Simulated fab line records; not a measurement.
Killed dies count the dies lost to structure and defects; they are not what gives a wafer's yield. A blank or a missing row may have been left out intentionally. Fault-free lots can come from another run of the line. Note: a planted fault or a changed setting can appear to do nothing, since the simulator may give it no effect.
What tool caused it?	flow n5 finfet	Sampling: 12 lots, 36 wafers, 4 of 1938 route steps

## WHAT EACH GAUGE READ, for each wafer
N5_BEOL_M15_INSPECT_12: inspects for defects (macro).
lot	measured	on	raw defect count
L077	day 12 18:24	defect inspect-02	3 3 1
L074	day 13 03:56	defect inspect-02	2 1 3
L078	day 14 03:25	defect inspect-02	4 1 3
L080	day 14 18:19	defect inspect-02	2 2 6
L085	day 15 19:38	defect inspect-01	2 1 4
L082	day 16 01:55	defect inspect-02	1 2 1
L086	day 16 05:48	defect inspect-01	2 3 2
L090	day 16 23:46	defect inspect-02	3 9 2
L091	day 17 16:04	defect inspect-02	2 2 0
L092	day 17 18:25	defect inspect-01	3 2 4
L094	day 18 07:22	defect inspect-02	2 2 1
L096	day 18 19:46	defect inspect-01	2 2 5

## WHICH TOOL RAN EACH LOT (tool, then ch and the chambers of the sampled wafers, then the start)
lot	N5_BEOL_M14_STRIP_64	N5_BEOL_M14_SPUTTER_43	N5_BEOL_M14_SPUTTER_45
L077	rie diel-05 ch 0,1,3, day 12 16:14 or earlier	pvd sputter-03, day 12 16:14	pvd sputter-03, day 12 16:23
L074	rie diel-03 ch 0,3, day 13 01:38 or earlier	pvd sputter-02, day 13 01:38	pvd sputter-02, day 13 01:48
L078	rie diel-03 ch 0,1, day 14 01:27 or earlier	pvd sputter-01, day 14 01:27	pvd sputter-01, day 14 01:37
L080	rie diel-03 ch 1,3, day 14 15:21 or earlier	pvd sputter-02, day 14 15:21	pvd sputter-02, day 14 15:31
L085	rie diel-02 ch 0,3, day 15 17:45 or earlier	pvd sputter-01, day 15 17:45	pvd sputter-01, day 15 17:55
L082	rie diel-05 ch 1,2,3, day 16 00:03 or earlier	pvd sputter-01, day 16 00:03	pvd sputter-01, day 16 00:13
L086	rie diel-05 ch 1,2,3, day 16 03:35 or earlier	pvd sputter-03, day 16 03:35	pvd sputter-03, day 16 03:45
L090	rie diel-03 ch 1,2, day 16 21:47 or earlier	pvd sputter-02, day 16 21:47	pvd sputter-02, day 16 21:56
L091	rie diel-03 ch 1,2,3, day 17 13:50 or earlier	pvd sputter-01, day 17 13:50	pvd sputter-01, day 17 13:59
L092	rie diel-03 ch 1,2,3, day 17 16:23 or earlier	pvd sputter-01, day 17 16:23	pvd sputter-01, day 17 16:33
L094	rie diel-02 ch 1,2, day 18 05:23 or earlier	pvd sputter-02, day 18 05:23	pvd sputter-02, day 18 05:33
L096	rie diel-02 ch 0,1,3, day 18 17:46 or earlier	pvd sputter-03, day 18 17:46	pvd sputter-03, day 18 17:56
- N5_BEOL_M14_STRIP_64: strips in O2.
- N5_BEOL_M14_SPUTTER_43: material TaN, target thk 15 nm, time 24.19 s.
- N5_BEOL_M14_SPUTTER_45: material Cu, target thk 100 nm, time 16.67 s.

## THE ANSWER, worked out from the rows above alone
Rule: the lots themselves supply what counts as usual. Put in order of their means at a reading, lots are off if they are a third of the lots or fewer, leave a main group of 4 or more, and stand apart from it by a gap of 3 or more times the standard deviation of the main group's means; of several such gaps the widest counts. A main group is skipped when, at the precision printed for the reading in the tables above, its means are all equal. Also off: a lot with no number at a reading for which 4 or more lots have one. The other lots that the step has rows for count as sound.
None of the lots is off at any reading shown; this tells nothing.

## WHAT THE SIMULATOR HAD PUT IN
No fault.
